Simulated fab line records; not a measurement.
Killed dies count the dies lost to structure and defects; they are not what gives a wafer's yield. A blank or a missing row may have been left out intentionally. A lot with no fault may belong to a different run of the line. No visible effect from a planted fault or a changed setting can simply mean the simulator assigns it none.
Which tool did it? | flow nand-harc | 12 lots, 35 wafers sampled, at 5 steps of a route of 1159

WHAT THE GAUGES SHOWED, per wafer
NHARC_END_SORT_01. Usual: killed-at-array 27, standard deviation 8; killed-at-other 0.8, standard deviation 1.2; killed-at-periphery 3.3, standard deviation 2.3; killed-dies 31, standard deviation 8.8; killed-open 3.2, standard deviation 2.1; killed-short 2.1, standard deviation 1.4.
lot  | measured     | on        | killed-at-array | killed-at-other | killed-at-periphery | killed-dies | killed-open | killed-short | flag
L906 | day 21 03:27 | prober-02 | 25 21 25        | 0 1 0           | 2 2 0               | 27 24 25    | 5 4 1       | 4 1 1        |
L920 | day 24 05:47 | prober-02 | 32 161          | 0 0             | 5 6                 | 37 167      | 5 2         | 3 1          | OFF
L918 | day 24 05:50 | prober-01 | 28 31 165       | 1 0 0           | 1 2 2               | 30 33 167   | 4 6 4       | 1 4 1        | OFF

EACH LOT AND THE TOOL THAT RAN IT (in order: tool; ch and the chambers of the sampled wafers; start)
lot  | NHARC_A_STAIRCASE_TRIM_220         | NHARC_A_STAIRCASE_ETCH_230                    | NHARC_A_STAIRCASE_TRIM_231                    | NHARC_A_STAIRCASE_ETCH_232
L901 | rie-diel-13 ch 2,3, day 11 03:16   | rie-diel-13 ch 0,3, day 11 04:43 or earlier   | rie-diel-13 ch 1,2, day 11 04:43 or earlier   | rie-diel-13 ch 2,3, day 11 04:43
L902 | rie-diel-09 ch 1,2,3, day 11 10:41 | rie-diel-09 ch 0,3, day 11 12:17 or earlier   | rie-diel-09 ch 1,2,3, day 11 12:17 or earlier | rie-diel-09 ch 0,1,3, day 11 12:17
L903 | rie-diel-10 ch 1,2,3, day 11 17:20 | rie-diel-13 ch 0,1,2, day 11 19:47 or earlier | rie-diel-13 ch 0,1,3, day 11 19:47 or earlier | rie-diel-13 ch 1,3, day 11 19:47
L906 | rie-diel-09 ch 1,2,3, day 12 21:00 | rie-diel-10 ch 0,1,2, day 12 22:57 or earlier | rie-diel-10 ch 1,2,3, day 12 22:57 or earlier | rie-diel-10 ch 0,1,2, day 12 22:57
L907 | rie-diel-13 ch 1,2,3, day 12 23:02 | rie-diel-09 ch 1,2,3, day 13 00:34 or earlier | rie-diel-09 ch 0,3, day 13 00:34 or earlier   | rie-diel-09 ch 1,2, day 13 00:34
L911 | rie-diel-09 ch 1,2, day 13 11:17   | rie-diel-09 ch 1,2, day 13 12:47 or earlier   | rie-diel-09 ch 0,3, day 13 12:47 or earlier   | rie-diel-09 ch 0,1, day 13 12:47
L913 | rie-diel-13 ch 2,3, day 14 10:30   | rie-diel-10 ch 0,1, day 14 11:49              | rie-diel-10 ch 1,2,3, day 14 12:11 or earlier | rie-diel-13 ch 1,2,3, day 14 12:11
L916 | rie-diel-10 ch 1,2,3, day 14 17:44 | rie-diel-09 ch 0,2,3, day 14 19:14 or earlier | rie-diel-09 ch 0,3, day 14 19:14 or earlier   | rie-diel-09 ch 1,3, day 14 19:14
L920 | rie-diel-09 ch 0,2, day 15 19:32   | rie-diel-09 ch 2,3, day 15 21:39 or earlier   | rie-diel-09 ch 0,2, day 15 21:39 or earlier   | rie-diel-09 ch 0,3, day 15 21:39
L918 | rie-diel-09 ch 2,3, day 15 21:01   | rie-diel-09 ch 1,2,3, day 16 00:19 or earlier | rie-diel-09 ch 0,1,3, day 16 00:19 or earlier | rie-diel-09 ch 0,1, day 16 00:19
L923 | rie-diel-10 ch 1,2, day 16 06:32   | rie-diel-10 ch 2,3, day 16 07:59 or earlier   | rie-diel-10 ch 1,2,3, day 16 07:59 or earlier | rie-diel-10 ch 0,3, day 16 07:59
L922 | rie-diel-13 ch 0,2,3, day 16 07:58 | rie-diel-13 ch 1,2,3, day 16 09:46 or earlier | rie-diel-13 ch 1,2,3, day 16 09:46 or earlier | rie-diel-13 ch 0,1,3, day 16 09:46
- NHARC_A_STAIRCASE_TRIM_220: chemistry O2, time 211.2 s.
- NHARC_A_STAIRCASE_ETCH_230: etches the open film in C4F8/O2, target depth 100 nm, time 40.5 s.
- NHARC_A_STAIRCASE_TRIM_231: chemistry O2, time 211.2 s.
- NHARC_A_STAIRCASE_ETCH_232: etches the open film in C4F8/O2, target depth 100 nm, time 40.5 s.

AS READ BY THE TOOLS THEMSELVES (means over the sampled wafers that have a number; for cases with no such wafer, the mark the record gives instead)
NHARC_A_STAIRCASE_TRIM_220. Usual: drypump-motor-current-A 6.1 A, standard deviation 0.45; oes-product-au 0.998 a.u., standard deviation 0.0099; rf-vpp-V 57.5 V, standard deviation 0.83; showerhead-plenum-p-Torr 3.44 Torr, standard deviation 0.094; throttle-valve-pct 17.038 %, standard deviation 0.0094.
lot  | tool        | drypump-motor-current-A (A) | oes-product-au (a.u.) | rf-vpp-V (V) | showerhead-plenum-p-Torr (Torr) | throttle-valve-pct (%) | flag
L901 | rie-diel-13 | 6.1                         | 1.004                 | 57.2         | 3.44                            | 17.043                 |
L902 | rie-diel-09 | 6.4                         | 1.010                 | 58.2         | 3.37                            | 17.039                 |
L903 | rie-diel-10 | 5.4                         | 0.997                 | 58.0         | 3.54                            | 17.042                 |
L906 | rie-diel-09 | 6.4                         | 1.002                 | 56.1         | 3.36                            | 17.034                 |
L907 | rie-diel-13 | 6.2                         | 0.999                 | 56.9         | 3.44                            | 17.044                 |
L911 | rie-diel-09 | 6.3                         | 0.999                 | 57.2         | 3.38                            | 17.041                 |
L913 | rie-diel-13 | 6.0                         | 0.995                 | 58.1         | 3.39                            | 17.038                 |
L916 | rie-diel-10 | 5.4                         | 0.999                 | 57.6         | 3.52                            | 17.036                 |
L920 | rie-diel-09 | 6.1                         | 0.995                 | 57.6         | 3.44                            | 17.033                 |
L918 | rie-diel-09 | 6.6                         | 0.995                 | 56.9         | 3.33                            | 17.037                 |
L923 | rie-diel-10 | 5.2                         | 0.988                 | 57.8         | 3.49                            | 17.037                 |
L922 | rie-diel-13 | 5.9                         | 0.999                 | 57.6         | 3.44                            | 17.034                 |

NHARC_A_STAIRCASE_ETCH_230. Usual: oes-product-au 0.947 a.u., standard deviation 0.017; rf-vpp-V 893 V, standard deviation 4.
lot  | tool        | oes-product-au (a.u.) | rf-vpp-V (V) | flag
L901 | rie-diel-13 | 0.947                 | 895          |
L902 | rie-diel-09 | 0.949                 | 892          |
L903 | rie-diel-13 | 0.951                 | 894          |
L906 | rie-diel-10 | 0.947                 | 895          |
L907 | rie-diel-09 | 0.936                 | 890          |
L911 | rie-diel-09 | 0.935                 | 890          |
L913 | rie-diel-10 | 0.992                 | 895          |
L916 | rie-diel-09 | 0.953                 | 891          |
L920 | rie-diel-09 | 0.948                 | 888          |
L918 | rie-diel-09 | 0.940                 | 890          |
L923 | rie-diel-10 | 0.945                 | 893          |
L922 | rie-diel-13 | 0.949                 | 892          |

NHARC_A_STAIRCASE_TRIM_231. Usual: drypump-motor-current-A 6.0 A, standard deviation 0.49; oes-product-au 1.000 a.u., standard deviation 0.0093; rf-vpp-V 57.6 V, standard deviation 0.83; showerhead-plenum-p-Torr 3.44 Torr, standard deviation 0.1; throttle-valve-pct 17.036 %, standard deviation 0.0093.
lot  | tool        | drypump-motor-current-A (A) | oes-product-au (a.u.) | rf-vpp-V (V) | showerhead-plenum-p-Torr (Torr) | throttle-valve-pct (%) | flag
L901 | rie-diel-13 | 6.4                         | 1.014                 | 57.5         | 3.45                            | 17.039                 |
L902 | rie-diel-09 | 6.4                         | 1.006                 | 57.6         | 3.37                            | 17.029                 |
L903 | rie-diel-13 | 6.2                         | 1.004                 | 58.5         | 3.50                            | 17.037                 |
L906 | rie-diel-10 | 5.4                         | 0.998                 | 57.4         | 3.53                            | 17.029                 |
L907 | rie-diel-09 | 6.0                         | 1.002                 | 57.7         | 3.49                            | 17.041                 |
L911 | rie-diel-09 | 6.0                         | 0.997                 | 57.6         | 3.48                            | 17.031                 |
L913 | rie-diel-10 | 5.5                         | 0.993                 | 57.5         | 3.52                            | 17.033                 |
L916 | rie-diel-09 | 6.2                         | 0.998                 | 57.3         | 3.40                            | 17.038                 |
L920 | rie-diel-09 | 6.0                         | 0.993                 | 57.2         | 3.44                            | 17.038                 |
L918 | rie-diel-09 | 6.2                         | 0.994                 | 57.6         | 3.41                            | 17.033                 |
L923 | rie-diel-10 | 5.4                         | 0.995                 | 57.8         | 3.52                            | 17.038                 |
L922 | rie-diel-13 | 6.2                         | 1.001                 | 58.0         | 3.42                            | 17.044                 |

NHARC_A_STAIRCASE_ETCH_232. Usual: oes-product-au 0.943 a.u., standard deviation 0.011; rf-vpp-V 893 V, standard deviation 3.7.
lot  | tool        | oes-product-au (a.u.) | rf-vpp-V (V) | flag
L901 | rie-diel-13 | 0.944                 | 893          |
L902 | rie-diel-09 | 0.939                 | 892          |
L903 | rie-diel-13 | 0.937                 | 894          |
L906 | rie-diel-10 | 0.955                 | 894          |
L907 | rie-diel-09 | 0.946                 | 890          |
L911 | rie-diel-09 | 0.946                 | 893          |
L913 | rie-diel-13 | 0.953                 | 893          |
L916 | rie-diel-09 | 0.947                 | 890          |
L920 | rie-diel-09 | 0.858                 | 892          | OFF
L918 | rie-diel-09 | 0.890                 | 893          | OFF
L923 | rie-diel-10 | 0.948                 | 892          |
L922 | rie-diel-13 | 0.938                 | 894          |

THE ANSWER, worked out from the rows above alone
Rule: take the mean of a lot's wafers that have a number; if it is more than 3 standard deviations from the usual mean, the lot is off. A lot without any number at a reading at which 4 lots or more have one is off too. Where the step has rows for the other lots, those lots are counted as sound. Order of review: gauges by route order, followed by the tools' own readings, for which a lot's mean as printed above is used. The first step at which some lot is off is used, and at that step the reading that is off furthest; a lot without a number counts as furthest.
Off: L920, L918, at NHARC_END_SORT_01 (killed-at-array). Neither off nor sound, because the step has no rows for them: L901, L902, L903, L907, L911, L913, L916, L923, L922.
A tool fits if, at a process step before that reading, it ran every lot that is off, and no sound lot after the first of them. Not tried: the gauges at NHARC_END_SORT_01; whatever is off there is also off at NHARC_A_STAIRCASE_ETCH_232, on other tools, and gauge error can't account for it. NHARC_A_STAIRCASE_ETCH_230: start missing for some lots; hours and lot order therefore follow NHARC_A_STAIRCASE_ETCH_232. NHARC_A_STAIRCASE_TRIM_231: start missing for some lots; hours and lot order therefore follow NHARC_A_STAIRCASE_ETCH_232. One candidate fits, namely rie-diel-09 at NHARC_A_STAIRCASE_TRIM_220 and NHARC_A_STAIRCASE_ETCH_230 and NHARC_A_STAIRCASE_TRIM_231 and NHARC_A_STAIRCASE_ETCH_232. At NHARC_A_STAIRCASE_TRIM_220 its last sound lot is L906 (day 12 21:00), its first lot that is off L920 (day 15 19:32): a fault that began between those two fits.

WHAT WAS PUT IN BY THE SIMULATOR
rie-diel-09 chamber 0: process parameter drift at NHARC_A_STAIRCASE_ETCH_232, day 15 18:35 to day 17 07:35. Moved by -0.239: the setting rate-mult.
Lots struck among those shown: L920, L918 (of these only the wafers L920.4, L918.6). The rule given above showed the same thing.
